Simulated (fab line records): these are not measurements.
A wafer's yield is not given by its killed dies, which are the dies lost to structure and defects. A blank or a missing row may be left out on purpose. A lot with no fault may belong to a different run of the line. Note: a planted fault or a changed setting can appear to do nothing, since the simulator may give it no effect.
Chamber matching + flow nand_harc + rie_si-02 running NHARC_A_CHANNEL_FILL_D1_ETCHBACK_19: 4 sister chambers
The step etches the open film in HBr/Cl2, target depth 5 nm, time 1.7 s. 8 wafers are shown with their chamber, then 7 later ones without.

WAFERS PAIRED WITH THEIR CHAMBERS
| wafer  | chamber | drypump_motor_current_A (A) | oes_product_au (a.u.) |
|--------|---------|-----------------------------|-----------------------|
| L082.2 | 0       | 5.3                         | 0.991                 |
| L082.3 | 1       | 5.8                         | 1.008                 |
| L082.4 | 3       | 5.2                         | 0.990                 |
| L085.1 | 0       | 5.3                         | 0.991                 |
| L085.5 | 1       | 5.9                         | 1.014                 |
| L085.6 | 2       | 6.1                         | 1.002                 |
| L089.1 | 2       | 6.1                         | 0.998                 |
| L089.4 | 3       | 5.3                         | 0.994                 |

WAFERS WHOSE CHAMBER IS MISSING
| wafer  | drypump_motor_current_A (A) | oes_product_au (a.u.) |
|--------|-----------------------------|-----------------------|
| L089.6 | 5.3                         | 0.996                 |
| L092.4 | 5.3                         | 0.999                 |
| L092.5 | 5.9                         | 1.002                 |
| L092.6 | 6.1                         | 1.002                 |
| L097.2 | 5.8                         | 1.012                 |
| L097.5 | 5.2                         | 0.996                 |
| L097.6 | 6.1                         | 1.013                 |

EACH ONE'S CHAMBER
| wafer  | from the rows above     | in truth |
|--------|-------------------------|----------|
| L089.6 | can't be placed: 3 or 0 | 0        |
| L092.4 | can't be placed: 3 or 0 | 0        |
| L092.5 | can't be placed: 1 or 2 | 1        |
| L092.6 | 2                       | 2        |
| L097.2 | 1                       | 1        |
| L097.5 | can't be placed: 3 or 0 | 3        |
| L097.6 | can't be placed: 2 or 1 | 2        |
2 of 7 placed correctly. From these rows, 5 cannot be placed; in 5 the true chamber is one of the candidates. Number placed wrongly: 0.
How it was worked out, from the rows above alone: a wafer's distance from a chamber is the root of the sum, over the readings, of the square of ((its reading less the chamber's mean) divided by the reading's scatter). If the next closest chamber is less than 2 further off than the closest, the wafer can't be placed; otherwise it belongs to the closest. Each chamber's mean is taken over the wafers shown for it. The scatter: the root of (the sum of the squares of (reading less its chamber's mean) over the shown wafers, divided by (wafers less chambers)).
